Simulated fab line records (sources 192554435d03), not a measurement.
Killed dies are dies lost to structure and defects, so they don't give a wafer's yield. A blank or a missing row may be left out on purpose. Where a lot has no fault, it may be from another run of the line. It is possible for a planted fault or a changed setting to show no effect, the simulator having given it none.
Split-lot study	flow n5_finfet	route with 1938 steps; 7 lots, 21 wafers read

THE SPLIT
At N5_BEOL_M10_EXPOSE_08 (exposes mask M10), the setting dose_mj was moved away from the recipe's 53.75 on 6 of the 21 wafers read, by -6.2% to +7.1%. The other wafers ran this setting at the recipe's value.

FROM THE SPLIT TO THE READING: what the file shows between them, 10 steps
- N5_BEOL_M10_PEB_09: peb time 60 s
- N5_BEOL_M10_DEVELOP_10: develop time 30 s
- N5_BEOL_M10_CD_MEAS_11: target cd 64.1 nm
- N5_BEOL_M10_DESCUM_16: chemistry O2, time 7.9 s
- N5_BEOL_M10_ETCH_61: etches SiARC in CF4, target depth 39 nm, time 65 s
- N5_BEOL_M10_ETCH_62: etches SOC in N2/H2, target depth 110 nm, overetch 22 nm, time 165 s
- N5_BEOL_M10_STRIP_68: strips in N2/H2
- N5_BEOL_M10_STRIP_67: strips in CF4
- N5_BEOL_M10_HM_OPEN_17: chemistry Cl2/BCl3, target TiN, target depth 20 nm, overetch 6 nm
- N5_BEOL_M10_STRIP_19: strips in O2

THE READING
cd_nm, in nm, at N5_BEOL_M10_CD_MEAS_18 (pitch 140 nm, target cd 70 nm). On this fab line, fault-free wafers typically give 69.8 nm with a standard deviation of 0.63 nm.

wafer	tool, chamber at the split	dose_mj as run	against the recipe	cd_nm, nm	against lot-mates on the recipe
L076.1	arfi_scanner-01, 0	53.75	recipe	69.2	-
L076.3	arfi_scanner-01, 0	53.75	recipe	69.7	-
L076.5	arfi_scanner-01, 0	57.58	+7.1%	73.5	+4.0
L080.1	arfi_scanner-03, 0	53.75	recipe	69.1	-
L080.2	arfi_scanner-03, 0	53.75	recipe	69.7	-
L080.3	arfi_scanner-03, 0	53.75	recipe	68.9	-
L081.2	arfi_scanner-02, 0	53.75	recipe	70.8	-
L081.3	arfi_scanner-02, 0	53.75	recipe	69.2	-
L081.5	arfi_scanner-02, 0	53.75	recipe	70.3	-
L089.1	arfi_scanner-03, 0	56.41	+4.9%	72.4	+3.4
L089.2	arfi_scanner-03, 0	53.75	recipe	68.6	-
L089.4	arfi_scanner-03, 0	53.75	recipe	69.5	-
L088.3	arfi_scanner-01, 0	50.43	-6.2%	67.0	-2.7
L088.4	arfi_scanner-01, 0	53.75	recipe	69.7	-
L088.5	arfi_scanner-01, 0	50.43	-6.2%	67.6	-2.1
L097.1	arfi_scanner-03, 0	57.12	+6.3%	74.0	+4.5
L097.2	arfi_scanner-03, 0	53.75	recipe	69.2	-
L097.4	arfi_scanner-03, 0	53.75	recipe	69.7	-
L095.2	arfi_scanner-01, 0	57.38	+6.8%	73.7	+3.2
L095.4	arfi_scanner-01, 0	53.75	recipe	71.0	-
L095.5	arfi_scanner-01, 0	53.75	recipe	70.1	-

FIT RESULTS
A straight line over all 21 wafers: cd_nm changes by +0.518 nm for each +1% of dose_mj; r = +0.93; the points scatter about the line by 0.69 nm.
The same after taking each lot's own level away (the mean of its wafers on the recipe; 21 wafers): +0.519 nm for each +1%; r = +0.95; scatter 0.57 nm.
That fit puts the effect of the largest move of dose_mj on the reading at 3.7 nm.
From 69.05 to 70.55 nm: that is the span of the lots' own levels, equal to 2.4 times the standard deviation above.
Hence the lot-to-lot level has little effect on the slope; both slopes agree.
Check: for one of the wafers moved furthest among these (+7.1%), held out of the fit, the line's prediction against its lot-mates is +3.82 nm. Against them it came out at +4.05 nm.

ADDITIONAL SPLITS CARRIED BY THESE WAFERS
Before the reading, these wafers also passed through other splits. Each is held against what the fit with the lots' levels taken away leaves over:
other split on the same wafers	wafers away from the commonest value	r with cd_nm (lot level and that fit taken away)
N5_BEOL_M8_ILD_DEP_00 time_s	8	-0.05
N5_BEOL_M9_COAT_22 spin_rpm	4	+0.26
N5_BEOL_M9_EXPOSE_25 dose_mj	3	+0.10
N5_BEOL_M10_ILD_DEP_00 time_s	4	-0.14

THE WHOLE CHAIN: every reading that the file lists as answering this split, in the file's order
step	what it does	reading	change (the file's fit)	r (the file's)
N5_BEOL_M10_CD_MEAS_11	target cd 64.1 nm	cd_nm	+0.575 nm for each +1% of the setting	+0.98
N5_BEOL_M10_ETCH_61	etches SiARC in CF4, target depth 39 nm, time 65 s	BEOL_M10.cd_offset_nm (the simulator's own value, which no gauge read)	+0.59 nm for each +1% of the setting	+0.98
N5_BEOL_M10_ETCH_62	etches SOC in N2/H2, target depth 110 nm, overetch 22 nm, time 165 s	BEOL_M10.cd_offset_nm (the simulator's own value, which no gauge read)	+0.566 nm for each +1% of the setting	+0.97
N5_BEOL_M10_HM_OPEN_17	chemistry Cl2/BCl3, target TiN, target depth 20 nm, overetch 6 nm	BEOL_M10.cd_offset_nm (the simulator's own value, which no gauge read)	+0.562 nm for each +1% of the setting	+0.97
N5_BEOL_M10_CD_MEAS_18	pitch 140 nm, target cd 70 nm	cd_nm	+0.559 nm for each +1% of the setting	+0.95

FILE'S OWN FIT
cd_nm changes by +0.559 nm for each +1% of dose_mj, r = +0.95.
